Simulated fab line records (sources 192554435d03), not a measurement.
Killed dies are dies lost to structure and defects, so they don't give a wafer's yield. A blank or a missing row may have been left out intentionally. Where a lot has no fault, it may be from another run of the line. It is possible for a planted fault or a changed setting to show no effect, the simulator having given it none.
fab line records	flow n5_finfet
[record] lots = 9	wafers = 25	last_day = 19
route steps=1938 shown MOL_CONTACT_COAG@563 BEOL_M4@1111 PASSIVATION@1936
lots that met no fault: from a run of the same line without faults
start_h: hours from the record's first day to the start of the lot's first wafer shown	wait_h: how many hours have passed since the lot's step before this one	" as in the row above	L1.1+2: a single row standing in for several wafers	- no value present, or no start provided	* or withheld: withheld	< > ~ a bound
route shown NAME@n: a module of which the file shows steps, and the number in the route of the first	usual: average and standard deviation across the fault-free wafers	same: alike in all rows	chamber/n: place in a boat	sites: the reading at each site	_std_site: how widely they spread, as a standard deviation	_edge_site: outer sites' mean less inner sites'	radius_mm: how far each site lies from the wafer's centre	mask NAME#n: copy n	behind: the tool/chamber that last shaped the wafer	hold: why the lot went on hold/how many hours it stayed there/how the hold came to an end	device: the transistor (n, p or np) that didn't switch	end of line: the same wafers' tests at the end of the route	step lacking rows: just its recipe	killed: not the wafer's yield, but the dies lost to structure and defects at the first sort	map: a wafer's dies, x killed, . not, _ none there
set.NAME: the setting as run; set.NAME@STEP: as run at that earlier step	model.NAME: the simulator's own value behind a step, which no gauge read
route steps across a sampled set of lots; one table per step, one row per wafer
services: from which hour (start_h, from the record's first day; less than 0 if before it) a tool's chamber was out of use, for how many hours, and why
[[steps]]
[step N5_MOL_CONTACT_COAG_PECVD_31]
[recipe] material = SiO2	target_thk_a = 460	temp_c = 400	precursor = TEOS/O2	pressure_torr = 6.5	rf_w = withheld	teos_flow_sccm = withheld	gas = O2	flow_sccm = 2650	time_s = 8.9
[usual] chamber_pressure_Torr = 6.500/0.015
lot.wafer	tool	chamber	start_h	wait_h	chamber_pressure_Torr
L482.2	pecvd-04	1	113.51	0.3	6.488
L482.3	"	0	"	"	6.462
L483.2	pecvd-02	1	113.61	0.3	6.480
L483.3	"	2	"	"	6.505
L483.4	"	2	"	"	6.492
L486.1	pecvd-02	2	133.85	0.3	6.498
L486.3	"	0	"	"	6.549
L486.4	"	1	"	"	6.490
L490.3	pecvd-04	0	160.42	0.3	6.513
L490.4	"	2	"	"	6.499
L490.6	"	1	"	"	6.517
L494.3	pecvd-02	1	188.87	0.3	6.520
L494.5	"	0	"	"	6.507
L494.6	"	1	"	"	6.520
L495.2	pecvd-02	0	190.54	0.3	6.469
L495.3	"	1	"	"	6.490
L495.5	"	0	"	"	6.481
L496.1	pecvd-04	1	199.92	0.3	6.506
L496.6	"	1	"	"	6.487
L498.2	pecvd-03	2	210.56	0.3	6.501
L498.3	"	1	"	"	6.509
L498.6	"	2	"	"	6.517
L502.3	pecvd-03	1	228.54	0.3	6.499
L502.4	"	0	"	"	6.509
L502.5	"	2	"	"	6.499
[step N5_MOL_CONTACT_COAG_ETCHBACK_134]
[recipe] chemistry = CHF3	target = SiO2	target_depth_a = 100	time_s = 6.7	ion_energy_ev = 200	pressure_mtorr = 30	source_w = 610	bias_w = 170	Ar_flow_sccm = 200	CHF3_flow_sccm = 50
[usual] drypump_motor_current_A = 5.6/0.52	oes_product_au = 0.81/0.087	rf_vpp_V = 524/7.9	showerhead_plenum_p_Torr = 2.40/0.086	throttle_valve_pct = 18.71/0.22
lot.wafer	tool	chamber	start_h	wait_h	drypump_motor_current_A	oes_product_au	rf_hours_counter_h	rf_vpp_V	showerhead_plenum_p_Torr	throttle_valve_pct
L482.2	rie_diel-04	2	115.66	0.1	6.8	0.69	199	524	2.37	19.16
L482.3	"	0	"	"	4.9	0.83	73	513	2.33	18.80
L483.2	rie_diel-03	1	115.92	0.1	6.3	0.83	76	535	2.42	18.44
L483.3	"	0	"	"	5.1	0.81	84	526	2.50	18.75
L483.4	"	3	"	"	5.7	0.84	71	519	2.32	18.52
L486.1	rie_diel-03	0	135.96	0.1	5.2	0.80	89	526	2.50	18.75
L486.3	"	3	"	"	5.7	0.83	77	518	2.32	18.52
L486.4	"	1	"	"	6.3	0.82	81	535	2.42	18.46
L490.3	rie_diel-04	3	162.75	0.1	5.8	0.70	182	514	2.39	18.67
L490.4	"	2	"	"	6.7	0.68	209	523	2.36	19.18
L490.6	"	0	"	"	5.0	0.81	-	512	2.33	18.81
L494.3	rie_diel-04	3	191.22	0.1	5.8	0.70	191	514	2.38	18.69
L494.5	"	0	"	"	5.0	0.81	-	511	2.32	18.84
L494.6	"	3	"	"	5.8	0.70	-	514	2.39	18.68
L495.2	rie_diel-06	3	192.86	0.1	4.9	0.92	30	535	2.54	18.94
L495.3	"	0	"	"	5.3	0.89	20	524	2.41	18.52
L495.5	"	3	"	"	5.0	0.92	-	534	2.54	18.95
L496.1	rie_diel-04	2	202.40	0.2	6.8	0.66	223	524	2.36	19.21
L496.6	"	1	"	"	5.7	0.74	-	516	2.27	18.39
L498.2	rie_diel-03	3	212.92	0.3	5.7	0.81	106	518	2.31	18.59
L498.3	"	1	"	"	6.3	0.79	110	534	2.41	18.49
L498.6	"	0	"	"	5.1	0.76	-	527	2.48	18.81
L502.3	rie_diel-06	3	231.21	0.2	4.9	0.90	44	533	2.54	18.98
L502.4	"	0	"	"	5.3	0.88	35	522	2.40	18.55
L502.5	"	2	"	"	5.3	0.98	-	526	2.43	18.52
[step N5_MOL_CONTACT_COAG_ETCH_67]
[recipe] chemistry = N2/H2	target = SOC	target_depth_a = 600	overetch_a = 210	mask_material = SiARC	temp_c = 40	time_s = 101.2	ion_energy_ev = 200	pressure_mtorr = 30	source_w = 840	bias_w = 150	n2_flow_sccm = 200	h2_flow_sccm = 200
[usual] drypump_motor_current_A = 5.6/0.51	oes_product_au = 0.68/0.069	rf_vpp_V = 524.5/2.7	showerhead_plenum_p_Torr = 2.56/0.092	throttle_valve_pct = 17.72/0.22
lot.wafer	tool	chamber	start_h	wait_h	drypump_motor_current_A	oes_product_au	rf_hours_counter_h	rf_vpp_V	showerhead_plenum_p_Torr	throttle_valve_pct
L482.2	rie_diel-04	2	115.69	0.0	6.8	0.58	199	524.2	2.52	18.22
L482.3	"	0	"	"	5.0	0.70	73	520.7	2.46	17.82
L483.2	rie_diel-03	1	115.95	0.0	6.3	0.68	76	525.4	2.56	17.32
L483.3	"	0	"	"	5.1	0.68	84	527.3	2.66	17.71
L483.4	"	3	"	"	5.7	0.70	71	522.5	2.47	17.63
L486.1	rie_diel-03	0	135.99	0.0	5.2	0.68	89	526.3	2.65	17.72
L486.3	"	3	"	"	5.7	0.69	77	522.7	2.46	17.64
L486.4	"	1	"	"	6.3	0.69	81	524.4	2.56	17.33
L490.3	rie_diel-04	3	162.79	0.0	5.8	0.60	182	522.7	2.52	17.57
L490.4	"	2	"	"	6.8	0.58	209	522.1	2.52	18.23
L490.6	"	0	"	"	5.0	0.69	-	522.3	2.46	17.84
L494.3	rie_diel-04	3	191.25	0.0	5.8	0.59	191	521.7	2.52	17.58
L494.5	"	0	"	"	5.0	0.68	-	521.9	2.45	17.86
L494.6	"	3	"	"	5.8	0.59	-	525.1	2.52	17.58
L495.2	rie_diel-06	3	192.90	0.0	4.9	0.77	30	528.6	2.69	17.74
L495.3	"	0	"	"	5.3	0.76	20	524.9	2.60	17.76
L495.5	"	3	"	"	5.0	0.78	-	527.7	2.69	17.74
L496.1	rie_diel-04	2	202.43	0.0	6.8	0.58	223	522.8	2.51	18.25
L496.6	"	1	"	"	5.7	0.63	-	520.3	2.42	17.49
L498.2	rie_diel-03	3	212.96	0.0	5.7	0.67	106	519.8	2.45	17.68
L498.3	"	1	"	"	6.3	0.67	110	525.0	2.55	17.38
L498.6	"	0	"	"	5.2	0.65	-	528.2	2.64	17.76
L502.3	rie_diel-06	3	231.25	0.0	5.0	0.74	44	528.0	2.68	17.80
L502.4	"	0	"	"	5.3	0.74	35	525.9	2.59	17.78
L502.5	"	2	"	"	5.4	0.82	-	524.3	2.58	17.49
[step N5_MOL_CONTACT_COAG_ETCHBACK_136]
[recipe] chemistry = CHF3	target = SiO2	target_depth_a = 250	time_s = 16.7	ion_energy_ev = 200	pressure_mtorr = 30	source_w = 610	bias_w = 170	Ar_flow_sccm = 200	CHF3_flow_sccm = 50
[usual] drypump_motor_current_A = 5.6/0.52	oes_product_au = 0.81/0.087	rf_vpp_V = 524/7.9	showerhead_plenum_p_Torr = 2.40/0.086	throttle_valve_pct = 18.71/0.22
lot.wafer	tool	chamber	start_h	wait_h	drypump_motor_current_A	oes_product_au	rf_hours_counter_h	rf_vpp_V	showerhead_plenum_p_Torr	throttle_valve_pct
L482.2	rie_diel-04	2	115.78	0.0	6.8	0.69	199	525	2.37	19.19
L482.3	"	0	"	"	5.0	0.84	73	513	2.33	18.80
L483.2	rie_diel-03	1	116.04	0.0	6.2	0.83	76	534	2.42	18.45
L483.3	"	0	"	"	5.1	0.80	84	525	2.50	18.74
L483.4	"	3	"	"	5.7	0.84	71	517	2.32	18.51
L486.1	rie_diel-03	0	136.08	0.0	5.2	0.81	89	525	2.50	18.76
L486.3	"	3	"	"	5.7	0.84	77	519	2.32	18.54
L486.4	"	1	"	"	6.3	0.82	81	536	2.42	18.44
L490.3	rie_diel-04	3	162.88	0.0	5.8	0.71	182	514	2.39	18.68
L490.4	"	2	"	"	6.8	0.68	209	524	2.36	19.18
L490.6	"	0	"	"	4.9	0.82	-	513	2.33	18.82
L494.3	rie_diel-04	3	191.34	0.0	5.8	0.70	191	513	2.38	18.69
L494.5	"	0	"	"	4.9	0.82	-	513	2.32	18.84
L494.6	"	3	"	"	5.8	0.69	-	514	2.39	18.69
L495.2	rie_diel-06	3	192.99	0.0	4.9	0.93	30	534	2.54	18.95
L495.3	"	0	"	"	5.3	0.91	20	522	2.41	18.53
L495.5	"	3	"	"	4.9	0.93	-	534	2.54	18.94
L496.1	rie_diel-04	2	202.52	0.0	6.8	0.67	223	524	2.36	19.20
L496.6	"	1	"	"	5.7	0.74	-	518	2.27	18.39
L498.2	rie_diel-03	3	213.05	0.0	5.7	0.80	106	517	2.31	18.59
L498.3	"	1	"	"	6.3	0.79	110	534	2.41	18.48
L498.6	"	0	"	"	5.2	0.77	-	524	2.48	18.79
L502.3	rie_diel-06	3	231.34	0.0	5.0	0.90	44	535	2.54	18.96
L502.4	"	0	"	"	5.3	0.88	35	522	2.40	18.55
L502.5	"	2	"	"	5.4	0.98	-	526	2.43	18.49
[step N5_MOL_CONTACT_COAG_THK_MEAS_53]
[recipe] reads = SiO2_of_MOL_CONTACT_COAG_PECVD_31
[usual] VIA_MOL_THK = 43.8/0.69
lot.wafer	tool	chamber	start_h	wait_h	VIA_MOL_THK[nm]
L482.2	film_metro-02	-	116.91	-	42.7
L482.3	"	-	"	"	43.0
L483.2	film_metro-01	-	117.17	-	42.9
L483.3	"	-	"	"	42.6
L483.4	"	-	"	"	43.8
L486.1	film_metro-01	-	137.21	-	43.6
L486.3	"	-	"	"	44.1
L486.4	"	-	"	"	44.7
L490.3	film_metro-01	-	164.01	-	43.6
L490.4	"	-	"	"	44.0
L490.6	"	-	"	"	43.7
L494.3	film_metro-02	-	192.52	-	44.4
L494.5	"	-	"	"	53.5
L494.6	"	-	"	"	44.8
L495.2	film_metro-02	-	194.13	-	44.4
L495.3	"	-	"	"	44.9
L495.5	"	-	"	"	54.1
L496.1	film_metro-02	-	203.88	-	42.9
L496.6	"	-	"	"	43.8
L498.2	film_metro-01	-	214.22	-	43.3
L498.3	"	-	"	"	42.8
L498.6	"	-	"	"	43.7
L502.3	film_metro-01	-	232.47	-	42.4
L502.4	"	-	"	"	43.6
L502.5	"	-	"	"	44.4
[step N5_BEOL_M4_RC_MEAS_101]
[usual] DIBL_N = 36.0/2.2	DIBL_P = 36.2/2.4	IOFF_N = 0.16/0.035	IOFF_P = 0.21/0.037	ION_N = 672/13	ION_P = 461/7	SS_N = 71.4/0.69	SS_P = 73.2/0.75	VT_N = 250/3.4	VT_P = -251/3
lot.wafer	tool	chamber	start_h	wait_h	DIBL_N[mV/V]	DIBL_P[mV/V]	IOFF_N[nA/um]	IOFF_P[nA/um]	ION_N[uA/um]	ION_P[uA/um]	SS_N[mV/dec]	SS_P[mV/dec]	VT_N[mV]	VT_P[mV]
L482.2	prober-01	0	202.54	0.2	38.5	37.1	0.18	0.22	671	458	72.7	73.8	247	-250
L482.3	"	0	"	"	39.2	37.9	0.21	0.24	679	458	71.8	73.9	248	-246
L483.2	prober-01	0	207.96	0.3	37.4	36.8	0.14	0.21	676	465	71.4	73.0	254	-247
L483.3	"	0	"	"	36.3	36.0	0.13	0.20	670	468	71.3	72.5	252	-250
L483.4	"	0	"	"	33.0	32.4	0.09	0.15	649	456	70.2	72.0	257	-251
L486.1	prober-01	0	235.09	0.0	35.2	34.8	0.14	0.18	665	455	71.1	72.2	253	-255
L486.3	"	0	"	"	32.3	32.9	0.11	0.16	655	454	70.3	71.8	254	-252
L486.4	"	0	"	"	35.6	36.0	0.14	0.19	667	461	71.0	72.8	251	-254
L490.3	prober-02	0	264.73	0.3	34.0	32.1	0.13	0.18	666	458	71.1	72.2	253	-250
L490.4	"	0	"	"	36.6	35.7	0.18	0.24	673	470	72.5	73.2	246	-246
L490.6	"	0	"	"	33.7	32.3	0.12	0.18	665	460	70.4	72.5	253	-248
L495.2	prober-02	0	299.60	0.2	35.1	36.3	0.15	0.22	664	461	71.1	73.1	248	-250
L495.3	"	0	"	"	35.3	35.5	0.15	0.19	677	457	70.9	73.1	251	-252
L495.5	"	0	"	"	35.8	37.0	0.16	0.23	677	463	71.8	73.0	250	-248
L494.3	prober-02	0	302.42	0.3	35.7	36.3	0.16	0.20	673	466	71.7	73.6	251	-253
L494.5	"	0	"	"	36.6	37.7	0.17	0.22	665	464	72.0	73.7	251	-252
L494.6	"	0	"	"	34.8	36.3	0.15	0.20	669	458	71.0	73.3	250	-253
L496.1	prober-02	0	303.93	0.0	34.0	34.4	0.13	0.17	664	454	71.3	72.1	252	-252
L496.6	"	0	"	"	34.9	34.8	0.14	0.18	663	455	72.2	72.4	252	-253
L498.2	prober-01	0	304.76	0.2	40.9	41.1	0.26	0.30	700	476	72.6	75.2	243	-247
L498.3	"	0	"	"	38.3	37.2	0.18	0.23	689	466	71.8	73.6	249	-251
L498.6	"	0	"	"	38.9	38.2	0.20	0.24	691	462	71.8	74.7	249	-249
L502.3	prober-02	0	338.34	0.3	37.0	38.6	0.19	0.23	689	460	71.7	74.1	247	-250
L502.4	"	0	"	"	37.4	39.4	0.20	0.23	696	470	72.3	73.4	247	-251
L502.5	"	0	"	"	35.2	37.4	0.17	0.21	681	468	71.6	73.8	250	-251
[step N5_PASSIVATION_PROBE_49]
[usual] defect_limited_yield = 91.2/1.4	killed_at_M0_to_M3 = 34/9.4	killed_at_M4_up = 14/5.6	killed_at_contacts = 13/7.8	killed_at_front_end = 37/10	killed_at_other = 4/3.3	killed_dies = 103/17	killed_on_rim = 14/3.5	killed_open = 68/13	killed_short = 33/8.2	sort_bin_5_function = 5.1/0.92	sort_bin_6_memory = 3.3/0.71	sort_bin_8_speed = 0.01/0.043	sort_n_pass = 1077/17	sort_yield_pct = 91.2/1.4
[same] gross_dies = 1180	killed_at_back_side = 0	sort_bin_4_leakage[%] = 0
lot.wafer	tool	chamber	start_h	wait_h	defect_limited_yield[%]	killed_at_M0_to_M3	killed_at_M4_up	killed_at_contacts	killed_at_front_end	killed_at_other	killed_dies	killed_on_rim	killed_open	killed_short	sort_bin_5_function[%]	sort_bin_6_memory[%]	sort_bin_8_speed[%]	sort_n_pass	sort_yield_pct[%]
L490.3	prober-02	-	372.64	0.1	91.0	54	10	16	25	1	106	19	68	33	5.3	3.1	0	1074	91.0
L490.4	prober-02	-	372.69	0.2	92.3	36	10	10	34	1	91	10	60	30	4.5	3.1	0	1089	92.3
L490.6	prober-02	-	372.79	0.3	93.1	34	12	13	20	3	82	17	60	20	4.1	2.6	0	1098	93.1
L495.2	prober-01	-	409.92	0.1	91.5	34	13	9	43	1	100	12	70	28	4.7	3.3	0	1080	91.5
L495.3	prober-01	-	409.97	0.1	90.0	32	18	9	53	6	118	22	71	47	6.2	3.5	0	1062	90.0
L495.5	prober-01	-	410.07	0.2	75.4	29	9	214	37	1	290	30	53	23	21.7	2.5	0	890	75.4
L494.3	prober-02	-	418.77	0.1	94.0	30	7	4	26	4	71	7	48	22	3.2	2.6	0.08	1109	94.0
L494.5	prober-02	-	418.87	0.2	79.8	31	10	148	40	9	238	25	68	25	16.5	3.6	0	942	79.8
L494.6	prober-02	-	418.92	0.3	92.0	41	4	14	33	2	94	11	67	25	4.7	2.8	0	1086	92.0
// killed by level:class
L490.3 BEOL_M3:geometric_particle:open=18 BEOL_M0_SAQP:geometric_particle:short=17 MOL_CONTACT_COAG:geometric_particle:open=15 BEOL_M0_SAQP:geometric_particle:open=6 GATE_CUT:geometric_particle:short=5 GATE_CUT:geometric_particle:open=4 BEOL_M3:geometric_particle:short=4 BEOL_M6:geometric_particle:open=4
L490.4 MOL_CONTACT_COAG:geometric_particle:open=8 BEOL_M3:geometric_particle:open=8 BEOL_M0_SAQP:geometric_particle:short=7 BEOL_M0_SAQP:geometric_particle:open=6 STI_FIN_REVEAL:geometric_particle:open=5 STARTING-WAFER:geometric_particle:open=5 GATE_CUT:geometric_particle:open=4 BEOL_M2:geometric_particle:open=4
L490.6 MOL_CONTACT_COAG:geometric_particle:open=12 BEOL_M0_SAQP:geometric_particle:open=9 BEOL_M3:geometric_particle:open=8 FIN_SAQP:geometric_particle:open=5 BEOL_M2:geometric_particle:open=5 BEOL_M1:geometric_particle:open=4 BEOL_M6:geometric_particle:open=4 ILD0:geometric_particle:short=3
L495.2 STI_FIN_REVEAL:geometric_particle:open=15 BEOL_M2:geometric_particle:open=10 MOL_CONTACT_COAG:geometric_particle:open=8 FIN_SAQP:geometric_particle:open=6 BEOL_M4:geometric_particle:open=6 BEOL_M0_SAQP:geometric_particle:open=5 BEOL_M0_SAQP:geometric_particle:short=5 BEOL_M1:geometric_particle:open=4
L495.3 FIN_SAQP:geometric_particle:open=13 STI_FIN_REVEAL:geometric_particle:open=10 BEOL_M0_SAQP:geometric_particle:short=10 FIN_SAQP:geometric_particle:short=6 GATE_CUT:geometric_particle:short=6 MOL_CONTACT_COAG:geometric_particle:short=5 BEOL_M1:geometric_particle:open=5 BEOL_M8:geometric_particle:open=5
L495.5 MOL_CONTACT_COAG:area_etch=209 STI_FIN_REVEAL:geometric_particle:open=9 BEOL_M0_SAQP:geometric_particle:open=8 BEOL_M1:geometric_particle:open=6 FIN_SAQP:geometric_particle:short=5 MOL_CONTACT_COAG:geometric_particle:open=5 BEOL_M1:geometric_particle:short=5 STARTING-WAFER:geometric_particle:short=5
L494.3 BEOL_M3:geometric_particle:open=8 STI_FIN_REVEAL:geometric_particle:open=6 BEOL_M0_SAQP:geometric_particle:open=6 BEOL_M1:geometric_particle:open=6 FIN_SAQP:geometric_particle:short=4 FIN_SAQP:geometric_particle:open=3 STI_FIN_REVEAL:geometric_particle:short=3 MOL_CONTACT_COAG:geometric_particle:open=3
L494.5 MOL_CONTACT_COAG:area_etch=143 BEOL_M3:geometric_particle:open=9 STI_FIN_REVEAL:geometric_particle:open=8 BEOL_M4:geometric_particle:open=8 FIN_SAQP:geometric_particle:open=6 BEOL_M1:geometric_particle:open=6 GATE_CUT:geometric_particle:short=5 MOL_CONTACT_COAG:geometric_particle:open=5
L494.6 BEOL_M3:geometric_particle:open=13 MOL_CONTACT_COAG:geometric_particle:open=12 STI_FIN_REVEAL:geometric_particle:open=9 DUMMY_GATE:geometric_particle:open=6 BEOL_M0_SAQP:geometric_particle:short=6 BEOL_M1:geometric_particle:open=6 BEOL_M0_SAQP:geometric_particle:open=4 BEOL_M2:geometric_particle:open=4
[[services]]
tool	chamber	start_h	hours	kind
pecvd-04	-	90.71	2.8	pm
pecvd-02	2	103.80	5.5	scheduled_down
pecvd-02	-	108.77	0.9	repair
rie_diel-06	0	112.78	-	clean
rie_diel-06	0	112.78	-	consumable_replace:focus_ring
rie_diel-06	0	112.78	17.8	scheduled_down
rie_diel-06	0	112.78	17.8	vent_cycle
pecvd-02	1	133.93	2.1	scheduled_down
pecvd-03	1	140.91	3.5	repair
rie_diel-04	2	142.43	9.2	repair
rie_diel-04	3	166.11	2.1	repair
pecvd-04	0	185.76	4.8	repair
pecvd-02	0	192.78	19.7	repair
rie_diel-06	-	202.66	1.0	repair
pecvd-02	2	212.45	-	clean
pecvd-02	2	212.45	-	consumable_replace:showerhead
pecvd-02	2	212.45	29.0	scheduled_down
pecvd-02	2	212.45	29.0	vent_cycle
rie_diel-06	2	215.81	-	clean
rie_diel-06	2	215.81	-	consumable_replace:focus_ring
rie_diel-06	2	215.81	15.1	scheduled_down
rie_diel-06	2	215.81	15.1	vent_cycle
pecvd-04	-	224.36	1.5	repair
pecvd-03	0	225.67	2.2	repair
[[key]]
[first_sign] step = N5_MOL_CONTACT_COAG_THK_MEAS_53	reading = VIA_MOL_THK	direction = up	sigmas = 15	usual = 43.8	struck = 53.8
[effect] step = N5_PASSIVATION_PROBE_49	reading = killed_at_contacts	direction = up	sigmas = 21	usual = 13	struck = 181
[more_kills_born_at] N5_MOL_CONTACT_COAG_VIA_ETCH_46@rie_diel-06 = 209	N5_MOL_CONTACT_COAG_VIA_ETCH_46@rie_diel-03 = 143
met_at N5_MOL_CONTACT_COAG_PECVD_31
struck_lots L494,L495
struck_wafers L494.5,L495.5
not_acting_at N5_MOL_CONTACT_COAG_ETCHBACK_134,N5_MOL_CONTACT_COAG_ETCH_67,N5_MOL_CONTACT_COAG_ETCHBACK_136
onset_between 133.85 188.87
[fault] kind = process_parameter_drift	tool = pecvd-02	chamber = -	onset_h = 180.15	steps = N5_MOL_CONTACT_COAG_PECVD_31	channel = time_s	offset = *	shape = step	end_h = 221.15	scope = struck_wafers_only	acts_in = *	stated = *
